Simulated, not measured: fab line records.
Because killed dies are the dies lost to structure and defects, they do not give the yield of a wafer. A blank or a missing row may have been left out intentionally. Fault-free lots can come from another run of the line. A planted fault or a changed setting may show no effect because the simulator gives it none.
Chamber matching / flow n5_finfet / N5_BEOL_M8_VIA_ETCH_34 on rie_diel-04: 4 sister chambers
The step etches SiCOH lowk in C4F6/O2, target depth 125.5 nm, time 50.5 s. 24 wafers are shown with their chamber, then 12 later ones without.

WAFERS, EACH WITH ITS CHAMBER
wafer=L074.1; chamber=1; drypump_motor_current_A (A)=5.5; throttle_valve_pct (%)=20.98; rf_vpp_V (V)=658
wafer=L074.3; chamber=2; drypump_motor_current_A (A)=5.2; throttle_valve_pct (%)=20.69; rf_vpp_V (V)=665
wafer=L074.6; chamber=0; drypump_motor_current_A (A)=6.3; throttle_valve_pct (%)=20.47; rf_vpp_V (V)=674
wafer=L076.2; chamber=0; drypump_motor_current_A (A)=6.2; throttle_valve_pct (%)=20.44; rf_vpp_V (V)=674
wafer=L076.3; chamber=3; drypump_motor_current_A (A)=5.5; throttle_valve_pct (%)=20.93; rf_vpp_V (V)=671
wafer=L076.6; chamber=2; drypump_motor_current_A (A)=5.2; throttle_valve_pct (%)=20.66; rf_vpp_V (V)=663
wafer=L077.3; chamber=2; drypump_motor_current_A (A)=5.2; throttle_valve_pct (%)=20.68; rf_vpp_V (V)=665
wafer=L077.4; chamber=1; drypump_motor_current_A (A)=5.5; throttle_valve_pct (%)=20.97; rf_vpp_V (V)=658
wafer=L077.6; chamber=1; drypump_motor_current_A (A)=5.5; throttle_valve_pct (%)=20.98; rf_vpp_V (V)=658
wafer=L078.1; chamber=3; drypump_motor_current_A (A)=5.5; throttle_valve_pct (%)=20.94; rf_vpp_V (V)=672
wafer=L078.3; chamber=2; drypump_motor_current_A (A)=5.2; throttle_valve_pct (%)=20.69; rf_vpp_V (V)=664
wafer=L078.5; chamber=1; drypump_motor_current_A (A)=5.5; throttle_valve_pct (%)=20.99; rf_vpp_V (V)=659
wafer=L079.1; chamber=0; drypump_motor_current_A (A)=6.2; throttle_valve_pct (%)=20.47; rf_vpp_V (V)=675
wafer=L079.5; chamber=0; drypump_motor_current_A (A)=6.3; throttle_valve_pct (%)=20.47; rf_vpp_V (V)=675
wafer=L079.6; chamber=3; drypump_motor_current_A (A)=5.5; throttle_valve_pct (%)=20.95; rf_vpp_V (V)=670
wafer=L081.4; chamber=2; drypump_motor_current_A (A)=5.2; throttle_valve_pct (%)=20.71; rf_vpp_V (V)=663
wafer=L081.5; chamber=1; drypump_motor_current_A (A)=5.5; throttle_valve_pct (%)=21.00; rf_vpp_V (V)=659
wafer=L081.6; chamber=2; drypump_motor_current_A (A)=5.2; throttle_valve_pct (%)=20.70; rf_vpp_V (V)=663
wafer=L084.1; chamber=1; drypump_motor_current_A (A)=5.5; throttle_valve_pct (%)=21.03; rf_vpp_V (V)=657
wafer=L084.2; chamber=2; drypump_motor_current_A (A)=5.2; throttle_valve_pct (%)=20.71; rf_vpp_V (V)=663
wafer=L084.3; chamber=3; drypump_motor_current_A (A)=5.5; throttle_valve_pct (%)=20.98; rf_vpp_V (V)=672
wafer=L088.1; chamber=2; drypump_motor_current_A (A)=5.1; throttle_valve_pct (%)=20.73; rf_vpp_V (V)=665
wafer=L088.3; chamber=0; drypump_motor_current_A (A)=6.3; throttle_valve_pct (%)=20.48; rf_vpp_V (V)=675
wafer=L088.4; chamber=0; drypump_motor_current_A (A)=6.3; throttle_valve_pct (%)=20.52; rf_vpp_V (V)=674

SIGNATURES (means of the wafers above)
reading=drypump_motor_current_A; chamber 0=6.267; chamber 1=5.500; chamber 2=5.188; chamber 3=5.500; scatter within a chamber=0.0332
reading=throttle_valve_pct; chamber 0=20.4750; chamber 1=20.9917; chamber 2=20.6962; chamber 3=20.9500; scatter within a chamber=0.0226
reading=rf_vpp_V; chamber 0=674.50; chamber 1=658.17; chamber 2=663.88; chamber 3=671.25; scatter within a chamber=0.835
Rule: distance of a wafer from a chamber = root of the sum over the readings of ((wafer's reading minus chamber's mean) / reading's scatter) squared. If the next closest chamber is less than 2 further off than the closest, the wafer can't be placed; otherwise it belongs to the closest. The scatter: take each reading less its chamber's mean, square it, sum over the shown wafers, divide by the number of wafers less the number of chambers, and take the root.

WAFERS MISSING THEIR CHAMBER
wafer=L091.2; drypump_motor_current_A (A)=5.1; throttle_valve_pct (%)=20.74; rf_vpp_V (V)=664
wafer=L091.5; drypump_motor_current_A (A)=5.2; throttle_valve_pct (%)=20.73; rf_vpp_V (V)=664
wafer=L091.6; drypump_motor_current_A (A)=5.5; throttle_valve_pct (%)=20.99; rf_vpp_V (V)=671
wafer=L092.1; drypump_motor_current_A (A)=6.2; throttle_valve_pct (%)=20.51; rf_vpp_V (V)=674
wafer=L092.4; drypump_motor_current_A (A)=5.5; throttle_valve_pct (%)=21.01; rf_vpp_V (V)=658
wafer=L092.6; drypump_motor_current_A (A)=5.1; throttle_valve_pct (%)=20.73; rf_vpp_V (V)=663
wafer=L094.1; drypump_motor_current_A (A)=6.3; throttle_valve_pct (%)=20.53; rf_vpp_V (V)=674
wafer=L094.2; drypump_motor_current_A (A)=5.5; throttle_valve_pct (%)=21.01; rf_vpp_V (V)=671
wafer=L094.6; drypump_motor_current_A (A)=5.5; throttle_valve_pct (%)=21.00; rf_vpp_V (V)=673
wafer=L097.1; drypump_motor_current_A (A)=5.2; throttle_valve_pct (%)=20.72; rf_vpp_V (V)=664
wafer=L097.2; drypump_motor_current_A (A)=5.5; throttle_valve_pct (%)=21.01; rf_vpp_V (V)=671
wafer=L097.5; drypump_motor_current_A (A)=5.1; throttle_valve_pct (%)=20.75; rf_vpp_V (V)=663

CHAMBER TAKEN BY EACH
wafer=L091.2; from the rows above=2; in truth=2
wafer=L091.5; from the rows above=2; in truth=2
wafer=L091.6; from the rows above=3; in truth=3
wafer=L092.1; from the rows above=0; in truth=0
wafer=L092.4; from the rows above=1; in truth=1
wafer=L092.6; from the rows above=2; in truth=2
wafer=L094.1; from the rows above=0; in truth=0
wafer=L094.2; from the rows above=3; in truth=3
wafer=L094.6; from the rows above=3; in truth=3
wafer=L097.1; from the rows above=2; in truth=2
wafer=L097.2; from the rows above=3; in truth=3
wafer=L097.5; from the rows above=2; in truth=2
Correctly placed: 12 of 12. From these rows, 0 cannot be placed. Number placed wrongly: 0.
